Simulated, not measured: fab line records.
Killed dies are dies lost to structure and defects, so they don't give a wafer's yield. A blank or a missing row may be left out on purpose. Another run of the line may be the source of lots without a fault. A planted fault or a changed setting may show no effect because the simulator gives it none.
fab line records    flow nand_harc
record lots=11  wafers=33  last_day=24
route steps=1159 shown A_M1@1044 A_BONDPAD@1069 END@1159
lots that met no fault: taken from a fault-free run of the same line
start_h: hours from the record's first day to the start of the lot's first wafer shown    wait_h: how many hours have passed since the lot's step before this one    " same as the row above    L1.1+2: a single row standing in for several wafers    - either no value or no given start    * or withheld: withheld    < > ~ a bound
route shown NAME@n: a module of which the file shows steps, and the number in the route of the first    usual: mean/standard deviation of fault-free wafers    same: alike in all rows    chamber/n: place in a boat    sites: per-site readings    _std_site: the standard deviation of these    _edge_site: the outer-site mean with the inner-site mean subtracted    radius_mm: for every site, how far away it sits from the centre of the wafer    mask NAME#n: copy n    behind: the last tool/chamber to shape the wafer    hold: reason for holding the lot/hours on hold/outcome of the hold    device: whichever transistor did not switch (one of n, p or np)    end of line: tests of these same wafers at the route's end    a step with no rows: only its recipe    killed: dies that structure and defects cost at the first sort, which is not the same as the wafer's yield    map: shows each die of a wafer: x if killed, . if not, _ if none is there
set.NAME: the run value of the setting; set.NAME@STEP: its run value at that earlier step    model.NAME: the simulator's own value behind a step, which no gauge read
steps of the route over a sample of lots; a table a step, a row a wafer
services: when a tool's chamber went out of use (start_h, in hours from the record's first day, below 0 if earlier), for how many hours, and the reason
## steps
# step NHARC_A_M1_ETCH_28
# recipe target_depth_a=300  over_etch_frac=0.3  time_s=72.99  ion_energy_ev=150  cf4_flow_sccm=50  n2_flow_sccm=100  ar_flow_sccm=150  rf_w=300  bias_w=100  chemistry=CF4/N2
# usual drypump_motor_current_A=5.5/0.43  oes_product_au=1.001/0.0071  rf_vpp_V=313.5/1.9  showerhead_plenum_p_Torr=2.58/0.11  throttle_valve_pct=19.793/0.0087
lot.wafer  tool         chamber  start_h  wait_h  drypump_motor_current_A  oes_product_au  rf_hours_counter_h  rf_vpp_V  showerhead_plenum_p_Torr  throttle_valve_pct
L434.2     rie_diel-02  2        -        -       5.9                      1.012           7                   315.0     2.69                      19.777
L434.4     "            0        "        "       5.8                      0.994           7                   316.2     2.61                      19.790
L434.5     "            1        "        "       5.5                      1.011           -                   314.1     2.62                      19.796
L435.3     rie_diel-02  2        -        -       5.8                      1.009           7                   314.7     2.69                      19.787
L435.4     "            3        "        "       5.2                      1.000           7                   310.3     2.48                      19.805
L435.6     "            3        "        "       5.2                      0.997           -                   312.3     2.48                      19.802
L438.3     rie_diel-10  2        -        -       5.7                      0.987           4                   311.1     2.47                      19.785
L438.4     "            3        "        "       5.2                      1.004           4                   311.7     2.47                      19.794
L438.5     "            0        "        "       5.5                      0.998           -                   315.4     2.68                      19.782
L441.2     rie_diel-10  1        -        -       4.8                      1.009           4                   310.2     2.48                      19.794
L441.3     "            2        "        "       5.8                      1.006           5                   309.6     2.47                      19.787
L441.6     "            1        "        "       4.8                      1.000           -                   311.8     2.48                      19.796
L442.3     rie_diel-02  3        -        -       5.3                      1.002           11                  312.2     2.47                      19.803
L442.4     "            1        "        "       5.5                      1.001           11                  314.1     2.62                      19.801
L442.6     "            2        "        "       5.9                      0.997           -                   315.0     2.69                      19.798
L444.3     rie_diel-10  0        -        -       5.5                      0.992           5                   314.7     2.68                      19.802
L444.1     "            1        "        "       4.8                      1.008           5                   311.4     2.48                      19.797
L444.6     "            1        "        "       4.8                      0.995           -                   312.4     2.48                      19.796
L448.1     rie_diel-02  3        -        -       5.2                      1.001           13                  310.9     2.47                      19.809
L448.4     "            2        "        "       5.9                      1.012           13                  316.1     2.69                      19.800
L448.5     "            0        "        "       5.8                      0.996           -                   314.0     2.61                      19.808
L452.1     rie_diel-10  0        -        -       5.5                      0.989           8                   314.1     2.68                      19.798
L452.3     "            3        "        "       5.3                      1.006           9                   311.5     2.47                      19.786
L452.5     "            1        "        "       4.8                      1.009           -                   312.4     2.48                      19.789
L453.2     rie_diel-10  0        -        -       5.5                      0.997           9                   314.4     2.68                      19.785
L453.1     "            1        "        "       4.8                      0.997           9                   313.0     2.48                      19.790
L453.6     "            2        "        "       5.7                      1.004           -                   312.0     2.47                      19.783
L456.4     rie_diel-02  1        -        -       5.5                      0.994           1                   312.8     2.62                      19.786
L456.2     "            3        "        "       5.2                      1.013           0                   311.7     2.47                      19.791
L456.6     "            1        "        "       5.5                      0.994           -                   313.5     2.62                      19.790
L457.1     rie_diel-05  0        -        -       6.5                      0.998           0                   317.7     2.81                      19.793
L457.2     "            1        "        "       6.1                      0.986           0                   311.5     2.51                      19.794
L457.4     "            3        "        "       5.2                      1.003           0                   314.1     2.61                      19.810
# step NHARC_A_M1_PVD_20
# recipe target_thk_a=50  bias_v=168.6  power_w=15000  chamber_pressure_pa=0.12  time_s=8.06  substrate_temp_c=50  material=TaN
# usual substrate_temp_c=49.99/0.099  throttle_valve_pct=30.0/0.77
lot.wafer  tool            chamber  start_h  wait_h  substrate_temp_c  throttle_valve_pct
L434.4     pvd_sputter-03  -        -        -       49.91             32.0
L434.2     "               -        "        "       49.97             30.1
L434.5     "               -        "        "       49.94             30.3
L435.3     pvd_sputter-01  -        -        -       50.10             29.7
L435.4     "               -        "        "       50.05             29.2
L435.6     "               -        "        "       49.89             29.5
L438.3     pvd_sputter-03  -        -        -       50.04             29.4
L438.4     "               -        "        "       50.04             30.0
L438.5     "               -        "        "       49.96             29.4
L441.3     pvd_sputter-02  -        -        -       50.09             28.5
L441.2     "               -        "        "       50.09             30.4
L441.6     "               -        "        "       49.99             30.2
L442.4     pvd_sputter-02  -        -        -       50.04             30.9
L442.3     "               -        "        "       50.06             28.3
L442.6     "               -        "        "       50.09             31.0
L444.1     pvd_sputter-01  -        -        -       49.93             29.2
L444.3     "               -        "        "       49.98             30.0
L444.6     "               -        "        "       50.09             28.9
L448.4     pvd_sputter-03  -        -        -       49.99             30.3
L448.1     "               -        "        "       50.02             31.3
L448.5     "               -        "        "       50.07             30.2
L452.3     pvd_sputter-03  -        -        -       50.05             30.4
L452.1     "               -        "        "       50.04             30.7
L452.5     "               -        "        "       49.99             30.2
L453.1     pvd_sputter-01  -        -        -       49.80             30.6
L453.2     "               -        "        "       50.07             31.1
L453.6     "               -        "        "       49.74             30.6
L456.4     pvd_sputter-01  -        -        -       49.82             29.5
L456.2     "               -        "        "       49.98             30.7
L456.6     "               -        "        "       50.06             29.9
L457.4     pvd_sputter-02  -        -        -       49.98             28.6
L457.2     "               -        "        "       49.79             30.9
L457.1     "               -        "        "       50.05             30.1
# step NHARC_A_BONDPAD_EXPOSE_06
# recipe na=0.55  dose_mj=36.99  mask_id=A_BPAD
# usual exposure_dose_mJ_cm2=36.99/0.034
lot.wafer  tool            chamber  start_h  wait_h  mask      exposure_dose_mJ_cm2
L434.2     krf_scanner-03  0        416.82   -       A_BPAD#0  36.98
L434.4     "               0        "        "       A_BPAD#0  37.00
L434.5     "               0        "        "       A_BPAD#0  36.95
L435.3     krf_scanner-02  0        417.87   -       A_BPAD#0  37.00
L435.4     "               0        "        "       A_BPAD#0  36.96
L435.6     "               0        "        "       A_BPAD#0  36.96
L438.3     krf_scanner-03  0        429.34   -       A_BPAD#0  37.02
L438.4     "               0        "        "       A_BPAD#0  37.00
L438.5     "               0        "        "       A_BPAD#0  37.03
L441.2     krf_scanner-04  0        444.44   -       A_BPAD#0  37.02
L441.3     "               0        "        "       A_BPAD#0  37.05
L441.6     "               0        "        "       A_BPAD#0  37.03
L442.3     krf_scanner-03  0        465.45   -       A_BPAD#0  24.28
L442.4     "               0        "        "       A_BPAD#0  24.23
L442.6     "               0        "        "       A_BPAD#0  24.29
L444.1     krf_scanner-03  0        469.70   -       A_BPAD#0  26.84
L444.3     "               0        "        "       A_BPAD#0  26.82
L444.6     "               0        "        "       A_BPAD#0  26.83
L448.1     krf_scanner-03  0        484.87   -       A_BPAD#0  28.00
L448.4     "               0        "        "       A_BPAD#0  28.02
L448.5     "               0        "        "       A_BPAD#0  28.01
L452.1     krf_scanner-02  0        518.59   -       A_BPAD#0  36.98
L452.3     "               0        "        "       A_BPAD#0  36.95
L452.5     "               0        "        "       A_BPAD#0  36.97
L453.1     krf_scanner-04  0        530.53   -       A_BPAD#0  36.98
L453.2     "               0        "        "       A_BPAD#0  37.01
L453.6     "               0        "        "       A_BPAD#0  36.97
L456.2     krf_scanner-04  0        531.69   -       A_BPAD#0  37.01
L456.4     "               0        "        "       A_BPAD#0  37.02
L456.6     "               0        "        "       A_BPAD#0  37.06
L457.1     krf_scanner-04  0        540.19   -       A_BPAD#0  37.01
L457.2     "               0        "        "       A_BPAD#0  36.97
L457.4     "               0        "        "       A_BPAD#0  36.97
# step NHARC_A_BONDPAD_CD_MEAS_09
# recipe target_cd_nm=500  landing_energy_ev=500
# usual cd_nm=499.8/1.3
lot.wafer  tool       chamber  start_h  wait_h  hold                      cd_nm
L434.2     cd_sem-03  0        416.97   -       -                         499.8
L434.4     "          0        "        "       -                         499.4
L434.5     "          0        "        "       -                         498.7
L435.3     cd_sem-01  0        418.03   -       -                         498.2
L435.4     "          0        "        "       -                         498.6
L435.6     "          0        "        "       -                         499.8
L438.3     cd_sem-03  0        429.49   -       -                         500.4
L438.4     "          0        "        "       -                         500.6
L438.5     "          0        "        "       -                         500.4
L441.2     cd_sem-01  0        444.59   -       -                         499.3
L441.3     "          0        "        "       -                         500.5
L441.6     "          0        "        "       -                         500.0
L442.3     cd_sem-01  0        465.59   -       await_dispo/0.2h/release  489.4
L442.4     "          0        "        "       await_dispo/0.2h/release  487.7
L442.6     "          0        "        "       await_dispo/0.2h/release  488.7
L442.3     cd_sem-01  0        -        -       -                         490.0
L442.4     "          0        "        "       -                         488.0
L442.6     "          0        "        "       -                         488.8
L444.1     cd_sem-01  0        469.85   -       await_dispo/0.2h/release  491.1
L444.3     "          0        "        "       await_dispo/0.2h/release  491.7
L444.6     "          0        "        "       await_dispo/0.2h/release  491.8
L444.1     cd_sem-01  0        -        -       -                         490.7
L444.3     "          0        "        "       -                         491.3
L444.6     "          0        "        "       -                         491.9
L448.1     cd_sem-03  0        485.02   -       await_dispo/0.2h/release  491.8
L448.4     "          0        "        "       await_dispo/0.2h/release  489.9
L448.5     "          0        "        "       await_dispo/0.2h/release  491.0
L448.1     cd_sem-03  0        -        -       -                         492.1
L448.4     "          0        "        "       -                         490.4
L448.5     "          0        "        "       -                         491.3
L452.1     cd_sem-03  0        518.74   -       -                         501.2
L452.3     "          0        "        "       -                         501.3
L452.5     "          0        "        "       -                         499.4
L453.1     cd_sem-03  0        530.68   -       -                         500.0
L453.2     "          0        "        "       -                         499.1
L453.6     "          0        "        "       -                         500.7
L456.2     cd_sem-02  0        531.84   -       -                         498.8
L456.4     "          0        "        "       -                         497.8
L456.6     "          0        "        "       -                         500.6
L457.1     cd_sem-01  0        540.34   -       -                         497.9
L457.2     "          0        "        "       -                         499.0
L457.4     "          0        "        "       -                         499.3
# step NHARC_A_BONDPAD_DEGAS_25
# recipe temp_c=300  time_s=60
# usual heater_power_w=482/34
lot.wafer  tool            chamber  start_h  wait_h  heater_power_w
L434.4     pvd_sputter-01  -        418.12   -       495
L434.2     "               -        "        "       472
L434.5     "               -        "        "       483
L435.3     pvd_sputter-03  -        419.28   -       459
L435.4     "               -        "        "       463
L435.6     "               -        "        "       478
L438.3     pvd_sputter-01  -        430.64   -       496
L438.4     "               -        "        "       468
L438.5     "               -        "        "       418
L441.3     pvd_sputter-02  -        445.76   -       466
L441.2     "               -        "        "       475
L441.6     "               -        "        "       458
L442.4     pvd_sputter-01  -        479.42   -       483
L442.3     "               -        "        "       480
L442.6     "               -        "        "       499
L444.1     pvd_sputter-01  -        485.07   -       473
L444.3     "               -        "        "       420
L444.6     "               -        "        "       468
L448.4     pvd_sputter-02  -        489.00   -       550
L448.1     "               -        "        "       482
L448.5     "               -        "        "       549
L452.1     pvd_sputter-03  -        519.93   -       495
L452.3     "               -        "        "       498
L452.5     "               -        "        "       520
L453.2     pvd_sputter-02  -        531.85   -       507
L453.1     "               -        "        "       560
L453.6     "               -        "        "       481
L456.4     pvd_sputter-02  -        532.99   -       546
L456.2     "               -        "        "       480
L456.6     "               -        "        "       555
L457.2     pvd_sputter-01  -        541.55   -       479
L457.4     "               -        "        "       493
L457.1     "               -        "        "       480
# step NHARC_END_SORT_01
# recipe temp_c=25
# usual defect_limited_yield=95.4/1.6  killed_at_array=27/11  killed_at_other=0.8/1.4  killed_at_periphery=3.3/2  killed_dies=31/11  killed_open=3.4/1.8  killed_short=2.1/1.3  sort_bin_2_pct=1.4/0.7  sort_bin_3_pct=0.24/0.21  sort_bin_4_pct=2.9/1  sort_n_pass=646/11  sort_rim_yield_pct=95.4/2.8  sort_yield_pct=95.4/1.6
# same gross_dies=677  sort_bin_5_pct[%]=0  sort_bin_6_pct[%]=0  sort_bin_7_pct[%]=0  sort_bin_8_pct[%]=0  sort_rim_n_gross=106.00
lot.wafer  tool       chamber  start_h  wait_h  defect_limited_yield[%]  killed_at_array  killed_at_other  killed_at_periphery  killed_dies  killed_open  killed_short  sort_bin_2_pct[%]  sort_bin_3_pct[%]  sort_bin_4_pct[%]  sort_n_pass  sort_rim_yield_pct[%]  sort_yield_pct[%]
L442.3     prober-02  0        504.06   3.1     97.2                     15               0                4                    19           1            4             1.2                0.30               1.3                658          96.2                   97.2
L442.4     prober-02  0        504.85   3.4     97.9                     10               1                3                    14           4            2             0.4                0                  1.6                663          98.1                   97.9
L442.6     prober-02  0        506.43   4.0     97.0                     15               0                5                    20           2            2             1.0                0                  1.9                657          94.3                   97.0
L444.1     prober-02  0        512.47   2.5     95.9                     23               0                5                    28           3            3             1.2                0.59               2.4                649          92.5                   95.9
L444.3     prober-02  0        514.05   3.1     96.2                     20               0                6                    26           4            1             1.0                0.30               2.5                651          98.1                   96.2
L444.6     prober-02  0        516.44   4.0     95.7                     25               0                4                    29           4            0             1.2                0                  3.1                648          98.1                   95.7
L448.4     prober-01  0        518.38   3.5     93.2                     43               0                3                    46           5            4             2.4                0.30               4.1                631          95.3                   93.2
L453.1     prober-02  0        560.12   2.5     94.4                     34               3                1                    38           5            2             0.9                0.59               4.1                639          91.5                   94.4
L453.2     prober-02  0        560.93   2.8     93.6                     39               1                3                    43           6            4             2.2                0.44               3.7                634          93.4                   93.6
L453.6     prober-02  0        564.17   4.0     93.4                     40               1                4                    45           8            1             2.2                0                  4.4                632          96.2                   93.4
# killed by level:class
L442.3 A_CHANNEL_HOLE_D1:chamber_film_flake=4 A_STAIRCASE:chamber_film_flake=4 A_CONTACT:chamber_film_flake=3 P_GATE:chamber_film_flake=2 P_M0:geometric_particle:short=1 A_CHANNEL_FILL_D1:geometric_particle:short=1 A_SGD_CUT:geometric_particle:short=1 A_WL_FILL:geometric_particle:short=1
L442.4 A_CONTACT:chamber_film_flake=3 P_GATE:chamber_film_flake=2 A_CHANNEL_HOLE_D1:chamber_film_flake=2 P_GATE:geometric_particle:short=1 A_ONON_D1:geometric_particle:open=1 A_CHANNEL_HOLE_D1:geometric_particle:open=1 A_WL_FILL:geometric_particle:open=1 A_CONTACT:geometric_particle:open=1
L442.6 A_CONTACT:chamber_film_flake=5 A_STAIRCASE:chamber_film_flake=4 A_CHANNEL_HOLE_D1:chamber_film_flake=3 P_GATE:geometric_particle:short=1 P_CONTACT:geometric_particle:short=1 P_M2:geometric_particle:open=1 P_GATE:chamber_film_flake=1 A_M1:geometric_particle:open=1
L444.1 A_SLIT:chamber_film_flake=8 P_BONDPAD:chamber_film_flake=4 A_CONTACT:chamber_film_flake=3 A_CONTACT:geometric_particle:open=2 A_CHANNEL_HOLE_D1:chamber_film_flake=2 A_CHANNEL_HOLE_D1:geometric_particle:short=1 A_WL_FILL:geometric_particle:open=1 A_CONTACT:geometric_particle:short=1
L444.3 A_SLIT:chamber_film_flake=6 P_BONDPAD:chamber_film_flake=5 A_SGD_CUT:chamber_film_flake=4 A_M0:geometric_particle:open=2 A_CHANNEL_HOLE_D1:chamber_film_flake=2 A_CONTACT:chamber_film_flake=2 A_SOURCE_PLATE:geometric_particle:short=1 A_CONTACT:geometric_particle:open=1
L444.6 A_SLIT:chamber_film_flake=13 P_BONDPAD:chamber_film_flake=3 A_SGD_CUT:chamber_film_flake=3 A_CONTACT:geometric_particle:open=2 A_CONTACT:chamber_film_flake=2 P_GATE:geometric_particle:open=1 A_M1:geometric_particle:open=1 A_CHANNEL_HOLE_D1:chamber_film_flake=1
L448.4 A_CHANNEL_HOLE_D1:chamber_film_flake=20 A_SLIT:chamber_film_flake=11 A_CONTACT:chamber_film_flake=5 A_ONON_D1:geometric_particle:open=2 A_ONON_D1:geometric_particle:short=2 P_GATE:geometric_particle:open=1 P_M0:geometric_particle:open=1 P_M0:geometric_particle:short=1
L453.1 A_SLIT:chamber_film_flake=14 A_CONTACT:chamber_film_flake=9 A_CHANNEL_HOLE_D1:chamber_film_flake=5 A_M0:geometric_particle:open=2 THIN_TSV:chamber_film_flake=2 A_SGD_CUT:geometric_particle:open=1 A_SGD_CUT:geometric_particle:short=1 A_WL_FILL:geometric_particle:open=1
L453.2 A_SLIT:chamber_film_flake=18 A_CONTACT:chamber_film_flake=8 A_CHANNEL_HOLE_D1:chamber_film_flake=5 A_CONTACT:geometric_particle:open=2 P_CONTACT:geometric_particle:short=1 P_M2:geometric_particle:short=1 A_ONON_D1:geometric_particle:short=1 A_CHANNEL_HOLE_D1:geometric_particle:short=1
L453.6 A_CONTACT:chamber_film_flake=14 A_SLIT:chamber_film_flake=13 A_CHANNEL_HOLE_D1:chamber_film_flake=5 A_WL_FILL:geometric_particle:open=4 P_GATE:chamber_film_flake=2 P_CONTACT:geometric_particle:open=1 P_M2:geometric_particle:open=1 A_SOURCE_PLATE:geometric_particle:open=1
## services
tool            chamber  start_h  hours  kind
pvd_sputter-02  -        392.00   10.0   pm
rie_diel-02     2        400.41   8.7    repair
rie_diel-05     1        402.57   7.1    repair
rie_diel-02     -        403.02   0.4    repair
rie_diel-02     0        410.33   -      clean
rie_diel-02     1        410.33   -      clean
krf_scanner-02  -        412.42   1.8    repair
pvd_sputter-03  -        442.30   5.5    repair
krf_scanner-04  -        453.59   0.2    repair
pvd_sputter-03  -        458.00   10.0   pm
krf_scanner-04  -        460.36   0.7    repair
krf_scanner-03  -        461.35   0.7    repair
krf_scanner-04  -        470.00   4.0    pm
rie_diel-05     -        470.87   1.2    repair
rie_diel-02     -        504.70   9.0    pm
krf_scanner-04  -        510.55   3.0    repair
krf_scanner-03  -        512.00   4.0    pm
pvd_sputter-01  -        514.00   10.0   pm
rie_diel-02     3        516.51   8.7    repair
rie_diel-05     -        517.65   9.0    pm
krf_scanner-04  -        521.68   0.7    repair
krf_scanner-03  -        521.70   2.2    repair
krf_scanner-04  -        527.79   0.5    repair
rie_diel-10     -        530.50   9.0    pm
## key
first_sign step=NHARC_A_BONDPAD_EXPOSE_06  reading=exposure_dose_mJ_cm2  direction=down  sigmas=99+  usual=36.99  struck=26.37
effect step=NHARC_A_BONDPAD_CD_MEAS_09  reading=visit  direction=added  through=control_loop
effect step=NHARC_A_BONDPAD_CD_MEAS_09  reading=cd_nm  direction=down  sigmas=7.4  usual=499.8  struck=490.3  through=control_loop
met_at NHARC_A_BONDPAD_EXPOSE_06
struck_lots L442,L444,L448
loop_trim step=NHARC_A_BONDPAD_EXPOSE_06  setting=dose  lots=L444,L448
not_acting_at NHARC_A_M1_ETCH_28,NHARC_A_M1_PVD_20,NHARC_A_BONDPAD_DEGAS_25
onset_between 429.34 465.45
fault kind=process_parameter_drift  tool=krf_scanner-03  chamber=-  onset_h=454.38  steps=NHARC_A_BONDPAD_EXPOSE_06  channel=dose_mj  offset=-12.71  shape=step  acts_in=these_recipes_only  stated=36.99
# loop_trim: a control loop set the setting to another value than it would have without faults
